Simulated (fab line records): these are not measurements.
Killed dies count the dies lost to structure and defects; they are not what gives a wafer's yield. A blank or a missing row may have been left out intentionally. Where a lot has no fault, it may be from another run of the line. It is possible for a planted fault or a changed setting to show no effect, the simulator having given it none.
Split-lot study	flow n5 finfet	7 lots, 21 wafers read, on a route of 1938 steps

== SPLIT DETAILS ==
At N5_PMOS_HMC_CHANNEL_EPI_HM_DEP_34 (deposits SiO2 from TEOS/O2, target thk 36 nm, time 6.9 s), the setting time s was moved away from the recipe's 6.9 s on 7 of the 21 wafers read, by -14.3% to -4.7%. For the rest of the wafers, this setting stayed at what the recipe calls for.

== FROM THE SPLIT TO THE READING: what the file shows between them, 8 steps ==
- N5_PMOS_HMC_CHANNEL_EPI_PEB_07: peb time 60 s (also split here: peb temp c)
- N5_PMOS_HMC_CHANNEL_EPI_DEVELOP_08: develop time 30 s
- N5_PMOS_HMC_CHANNEL_EPI_CD_MEAS_09: target cd 237.4 nm
- N5_PMOS_HMC_CHANNEL_EPI_DESCUM_14: chemistry O2, time 7.9 s
- N5_PMOS_HMC_CHANNEL_EPI_ETCH_32: etches BARC in N2/H2, stops on SiO2, target depth 85.8 nm, time 50.3 s
- N5_PMOS_HMC_CHANNEL_EPI_HM_OPEN_15: chemistry CHF3/O2, target SiO2, target depth 40.6 nm, time 20.3 s
- N5_PMOS_HMC_CHANNEL_EPI_FIN_RECESS_16: chemistry HBr/Cl2, target Si, target depth 54 nm, time 18 s
- N5_PMOS_HMC_CHANNEL_EPI_PRECLEAN_36: cleans in O3/DIW, time 45 s

== THE READING ==
SiO2_of_PMOS_HMC_CHANNEL_EPI_HM_DEP_34.thk nm (the simulator's own value, which no gauge read), in nm, at N5_PMOS_HMC_CHANNEL_EPI_PRECLEAN_18 (cleans in DHF, time 30 s). The file gives no usual value for it. The 14 wafers here that ran the recipe average 24.72 nm, standard deviation 0.35 nm.

wafer	tool, chamber at the split	time s as run, s	against the recipe	SiO2_of_PMOS_HMC_CHANNEL_EPI_HM_DEP_34.thk nm, nm	against lot-mates on the recipe
L074.1	pecvd-03, 1	6.9	recipe	25.07	-
L074.4	pecvd-03, 1	6.577	-4.7%	23.48	-1.59
L074.5	pecvd-03, 0	6.577	-4.7%	23.82	-1.25
L084.1	pecvd-02, 2	5.915	-14.3%	19.34	no lot-mate on the recipe
L084.2	pecvd-02, 0	5.915	-14.3%	19.31	no lot-mate on the recipe
L084.5	pecvd-02, 2	5.915	-14.3%	19.21	no lot-mate on the recipe
L086.2	pecvd-02, 2	6.9	recipe	24.19	-
L086.5	pecvd-02, 0	6.9	recipe	25.27	-
L086.6	pecvd-02, 2	6.9	recipe	24.74	-
L087.3	pecvd-03, 0	6.469	-6.2%	22.08	-2.79
L087.5	pecvd-03, 2	6.9	recipe	24.85	-
L087.6	pecvd-03, 0	6.9	recipe	24.89	-
L089.2	pecvd-02, 0	6.9	recipe	23.9	-
L089.4	pecvd-02, 1	6.9	recipe	24.72	-
L089.6	pecvd-02, 2	6.9	recipe	24.93	-
L093.1	pecvd-04, 1	6.9	recipe	24.71	-
L093.2	pecvd-04, 0	6.9	recipe	24.43	-
L093.4	pecvd-04, 0	6.9	recipe	25.04	-
L094.3	pecvd-03, 0	6.529	-5.4%	22.38	-2.26
L094.4	pecvd-03, 0	6.9	recipe	24.58	-
L094.5	pecvd-03, 2	6.9	recipe	24.7	-

THE FIT
A straight line over all 21 wafers: SiO2_of_PMOS_HMC_CHANNEL_EPI_HM_DEP_34.thk nm changes by +0.379 nm for each +1% of time s; r = +0.98; the points scatter about the line by 0.39 nm.
The same after taking each lot's own level away (the mean of its wafers on the recipe; 18 wafers): +0.386 nm for each +1%; r = +0.93; scatter 0.34 nm.
Per that fit: largest time s move, reading shift of 5.5 nm.
The span of the lots' own levels, 24.517 to 25.070 nm, comes to 1.6 times the standard deviation stated above.
The two slopes agree, so the slope changes little with the lot-to-lot level.
Check: with one of the wafers moved furthest among these (-6.2%) left out of the fit, the line predicts -2.19 nm for it against its lot-mates. It came out at -2.79 nm against them.

== OTHER SPLITS APPLIED TO THESE WAFERS ==
Before the reading, these wafers also passed through other splits. Each is held against what the fit with the lots' levels taken away leaves over:
other split on the same wafers	wafers away from the commonest value	r with SiO2_of_PMOS_HMC_CHANNEL_EPI_HM_DEP_34.thk nm (lot level and that fit taken away)
N5_ZERO_LAYER_PECVD_02 time s	7	-0.19
N5_ZERO_LAYER_EXPOSE_08 dose mj	5	-0.08
N5_PMOS_HMC_CHANNEL_EPI_PEB_07 peb temp c	10	-0.41

== THE WHOLE CHAIN: every reading that the file lists as answering this split, in the file's order ==
step	what it does	reading	change (the file's fit)	r (the file's)
N5_PMOS_HMC_CHANNEL_EPI_HM_DEP_34	deposits SiO2 from TEOS/O2, target thk 36 nm, time 6.9 s	SiO2_of_PMOS_HMC_CHANNEL_EPI_HM_DEP_34.thk nm (the simulator's own value, which no gauge read)	+0.405 nm for each +1% of the setting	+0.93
N5_PMOS_HMC_CHANNEL_EPI_PRECLEAN_18	cleans in DHF, time 30 s	SiO2_of_PMOS_HMC_CHANNEL_EPI_HM_DEP_34.thk nm (the simulator's own value, which no gauge read)	+0.403 nm for each +1% of the setting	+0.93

== THE FILE'S OWN FIT ==
SiO2_of_PMOS_HMC_CHANNEL_EPI_HM_DEP_34.thk nm changes by +0.403 nm for each +1% of time s, r = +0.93.
